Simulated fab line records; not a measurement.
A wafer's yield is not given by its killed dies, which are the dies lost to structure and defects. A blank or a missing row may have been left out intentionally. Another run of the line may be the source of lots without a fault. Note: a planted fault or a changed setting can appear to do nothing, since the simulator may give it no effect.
Chamber matching + flow n5 finfet + 4 sister chambers for N5_BEOL_M0_SAQP_DESCUM_19 on rie diel-03
The step chemistry O2, time 7.9 s. 7 wafers are shown with their chamber, then 9 later ones without.

== EACH WAFER AND ITS CHAMBER ==
| wafer  | chamber | drypump motor current A (A) | showerhead plenum p Torr (Torr) |
|--------|---------|-----------------------------|---------------------------------|
| L080.3 | 2       | 6.6                         | 2.02                            |
| L080.6 | 1       | 5.3                         | 2.13                            |
| L086.1 | 3       | 6.4                         | 2.05                            |
| L086.5 | 0       | 6.4                         | 2.11                            |
| L087.3 | 2       | 6.6                         | 2.01                            |
| L087.4 | 0       | 6.4                         | 2.10                            |
| L087.6 | 3       | 6.5                         | 2.05                            |

== WAFERS WITHOUT THEIR CHAMBER ==
| wafer  | drypump motor current A (A) | showerhead plenum p Torr (Torr) |
|--------|-----------------------------|---------------------------------|
| L091.1 | 6.4                         | 2.04                            |
| L091.2 | 6.6                         | 2.01                            |
| L091.3 | 6.4                         | 2.10                            |
| L092.3 | 6.4                         | 2.10                            |
| L092.5 | 6.4                         | 2.10                            |
| L092.6 | 6.5                         | 2.04                            |
| L097.1 | 6.7                         | 2.01                            |
| L097.5 | 6.5                         | 2.04                            |
| L097.6 | 6.6                         | 2.01                            |

== WHICH CHAMBER EACH WENT THROUGH ==
| wafer  | from the rows above | in truth |
|--------|---------------------|----------|
| L091.1 | 3                   | 3        |
| L091.2 | 2                   | 2        |
| L091.3 | 0                   | 0        |
| L092.3 | 0                   | 0        |
| L092.5 | 0                   | 0        |
| L092.6 | 3                   | 3        |
| L097.1 | 2                   | 2        |
| L097.5 | 3                   | 3        |
| L097.6 | 2                   | 2        |
Correct placement for 9 of the 9. From these rows, 0 cannot be placed. 0 placed wrongly.
How it was worked out, from the rows above alone: a wafer's distance from a chamber is the root of the sum, over the readings, of the square of ((its reading less the chamber's mean) divided by the reading's scatter). If the next closest chamber is less than 2 further off than the closest, the wafer can't be placed; otherwise it belongs to the closest. The mean given for a chamber averages the wafers shown for that chamber. The scatter is the square root of a quotient: the sum, over the shown wafers, of each reading's squared deviation from its chamber's mean, divided by wafers minus chambers.
